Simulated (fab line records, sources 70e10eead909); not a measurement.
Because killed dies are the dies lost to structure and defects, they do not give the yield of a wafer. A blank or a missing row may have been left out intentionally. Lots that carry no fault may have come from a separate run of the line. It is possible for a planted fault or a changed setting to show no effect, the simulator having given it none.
Which of the tools did it? / flow nand_harc / 14 lots, 42 wafers sampled, at 5 steps of a route of 1159

WHAT EACH GAUGE READ, for each wafer
NHARC_P_BONDPAD_THK_MEAS_20: measures by xrf.
lot=L105; measured=day 6 22:04; on=film_metro-01; thk_nm (nm)=160.5 159.6 161.0
lot=L110; measured=day 8 01:19; on=film_metro-01; thk_nm (nm)=160.8 160.6 159.3
lot=L112; measured=day 8 14:34; on=film_metro-01; thk_nm (nm)=161.5 162.2 160.4
lot=L114; measured=day 9 04:23; on=film_metro-01; thk_nm (nm)=160.6 163.2 158.8
lot=L113; measured=day 9 05:07; on=film_metro-01; thk_nm (nm)=158.6 159.4 158.7
lot=L115; measured=day 9 19:59; on=film_metro-02; thk_nm (nm)=161.1 160.8 158.0
lot=L118; measured=day 10 05:34; on=film_metro-01; thk_nm (nm)=161.6 161.9 161.3
lot=L119; measured=day 10 17:35; on=film_metro-02; thk_nm (nm)=161.0 160.5 159.4
lot=L120; measured=day 10 19:16; on=film_metro-02; thk_nm (nm)=157.5 160.7 161.1
lot=L121; measured=day 10 21:14; on=film_metro-01; thk_nm (nm)=161.2 158.4 160.0
lot=L123; measured=day 11 08:40; on=film_metro-01; thk_nm (nm)=160.7 160.4 161.6
lot=L125; measured=day 11 09:26; on=film_metro-02; thk_nm (nm)=158.5 157.9 159.4
lot=L126; measured=day 11 21:51; on=film_metro-02; thk_nm (nm)=159.5 159.4 158.8
lot=L127; measured=day 12 00:26; on=film_metro-02; thk_nm (nm)=157.9 161.1 162.1

NHARC_P_BONDPAD_INSPECT_23.
lot=L105; measured=day 6 22:17; on=defect_inspect-02; raw_defect_count=234 259 246
lot=L110; measured=day 8 01:34; on=defect_inspect-02; raw_defect_count=744 849 403
lot=L112; measured=day 8 14:47; on=defect_inspect-02; raw_defect_count=1000 423 549
lot=L114; measured=day 9 04:35; on=defect_inspect-02; raw_defect_count=369 315 319
lot=L113; measured=day 9 05:19; on=defect_inspect-02; raw_defect_count=303 285 406
lot=L115; measured=day 9 20:12; on=defect_inspect-02; raw_defect_count=217 219 227
lot=L118; measured=day 10 05:47; on=defect_inspect-01; raw_defect_count=439 613 438
lot=L119; measured=day 10 17:47; on=defect_inspect-01; raw_defect_count=222 244 231
lot=L120; measured=day 10 19:29; on=defect_inspect-02; raw_defect_count=369 294 479
lot=L121; measured=day 10 21:27; on=defect_inspect-01; raw_defect_count=324 453 286
lot=L123; measured=day 11 09:01; on=defect_inspect-02; raw_defect_count=216 255 312
lot=L125; measured=day 11 09:40; on=defect_inspect-01; raw_defect_count=268 374 330
lot=L126; measured=day 11 22:05; on=defect_inspect-02; raw_defect_count=352 215 278
lot=L127; measured=day 12 00:41; on=defect_inspect-02; raw_defect_count=511 351 412

NHARC_A_ONON_D1_THK_MEAS_05: measures by ellipsometry.
lot=L105; measured=day 7 22:37; on=film_metro-02; thk_nm (nm)=999 998 1001
lot=L110; measured=day 9 01:37; on=film_metro-02; thk_nm (nm)=987 987 990
lot=L112; measured=day 9 15:31; on=film_metro-02; thk_nm (nm)=1001 1002 1000
lot=L114; measured=day 10 06:07; on=film_metro-01; thk_nm (nm)=994 994 995
lot=L113; measured=day 10 06:07; on=film_metro-02; thk_nm (nm)=1012 1014 1014
lot=L115; measured=day 10 21:19; on=film_metro-02; thk_nm (nm)=999 994 998
lot=L118; measured=day 11 03:30; on=film_metro-01; thk_nm (nm)=985 985 985
lot=L119; measured=day 11 19:34; on=film_metro-01; thk_nm (nm)=999 1000 1000
lot=L120; measured=day 11 19:54; on=film_metro-02; thk_nm (nm)=626 626 626
lot=L121; measured=day 11 19:33; on=film_metro-02; thk_nm (nm)=631 631 631
lot=L123; measured=day 12 11:23; on=film_metro-02; thk_nm (nm)=1004 1003 1003
lot=L125; measured=day 12 11:25; on=film_metro-02; thk_nm (nm)=1010 1009 1010
lot=L126; measured=day 12 22:44; on=film_metro-02; thk_nm (nm)=1009 1009 1009
lot=L127; measured=day 12 22:52; on=film_metro-01; thk_nm (nm)=998 999 997

NHARC_END_SORT_01.
lot=L120; measured=day 24 08:30; on=prober-02; killed_at_array=674 672 673; killed_at_other=1 3 1; killed_at_periphery=2 2 3; killed_dies=677 677 677; killed_open=2 3 5; killed_short=1 4 7
lot=L121; measured=day 24 15:31; on=prober-02; killed_at_array=671 673 674; killed_at_other=0 0 1; killed_at_periphery=6 4 2; killed_dies=677 677 677; killed_open=5 2 6; killed_short=3 2 2

TOOL THAT RAN EACH LOT (tool first, then ch and the chambers of the sampled wafers, then the start)
lot=L105; NHARC_A_ONON_D1_DEP_03=pecvd_onon-03 ch 0, day 7 22:10
lot=L110; NHARC_A_ONON_D1_DEP_03=pecvd_onon-03 ch 0, day 9 01:10
lot=L112; NHARC_A_ONON_D1_DEP_03=pecvd_onon-03 ch 0, day 9 15:01
lot=L114; NHARC_A_ONON_D1_DEP_03=pecvd_onon-03 ch 0, day 10 05:43
lot=L113; NHARC_A_ONON_D1_DEP_03=pecvd_onon-01 ch 0, day 10 05:37
lot=L115; NHARC_A_ONON_D1_DEP_03=pecvd_onon-04 ch 0, day 10 20:49
lot=L118; NHARC_A_ONON_D1_DEP_03=pecvd_onon-01 ch 0, day 11 03:03
lot=L119; NHARC_A_ONON_D1_DEP_03=pecvd_onon-01 ch 0, day 11 19:02
lot=L120; NHARC_A_ONON_D1_DEP_03=pecvd_onon-03 ch 0, day 11 19:27
lot=L121; NHARC_A_ONON_D1_DEP_03=pecvd_onon-03 ch 0, day 11 19:02
lot=L123; NHARC_A_ONON_D1_DEP_03=pecvd_onon-04 ch 0, day 12 10:51
lot=L125; NHARC_A_ONON_D1_DEP_03=pecvd_onon-01 ch 0, day 12 10:53
lot=L126; NHARC_A_ONON_D1_DEP_03=pecvd_onon-01 ch 0, day 12 22:16
lot=L127; NHARC_A_ONON_D1_DEP_03=pecvd_onon-04 ch 0, day 12 22:25
- NHARC_A_ONON_D1_DEP_03: target thk 1000 nm.

AS READ BY THE TOOLS THEMSELVES (means over the sampled wafers that have a number; for cases with no such wafer, the mark the record gives instead)
The record holds no such reading with a usual standard deviation.

THE ANSWER, worked out from the rows above alone
Rule: usual is defined by the lots themselves. Put in order of their means at a reading, lots are off if they are a third of the lots or fewer, leave a main group of 4 or more, and stand apart from it by a gap of 3 or more times the standard deviation of the main group's means; of several such gaps the widest counts. A main group is skipped when, at the precision printed for the reading in the tables above, its means are all equal. Also off: a lot with no number at a reading for which 4 or more lots have one. The other lots that the step has rows for count as sound. After the gauges, taken in route order, come the tools' own readings; for these a lot's mean is taken, as printed above. At the first step where some lot is off, the reading lying furthest off is the one used; lots without a number count as furthest.
Off at NHARC_A_ONON_D1_THK_MEAS_05 (thk_nm): L120, L121. Main group: mean 1000 nm, sd 8.1.
If a tool, at a process step before that reading, ran all the lots that are off and no sound lot after the first of them, it fits. Gauges at NHARC_A_ONON_D1_THK_MEAS_05: tried the same way as those tools. One candidate fits, namely pecvd_onon-03 at NHARC_A_ONON_D1_DEP_03. A fault onset in the window from L114 (day 10 05:43, its last sound lot) to L121 (day 11 19:02, its first lot off) fits.

WHAT THE SIMULATOR PUT IN
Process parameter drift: pecvd_onon-03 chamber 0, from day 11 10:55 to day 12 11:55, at NHARC_A_ONON_D1_DEP_03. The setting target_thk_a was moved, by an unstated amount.
Struck lots among those shown: L120, L121. The same result came from the rule above.
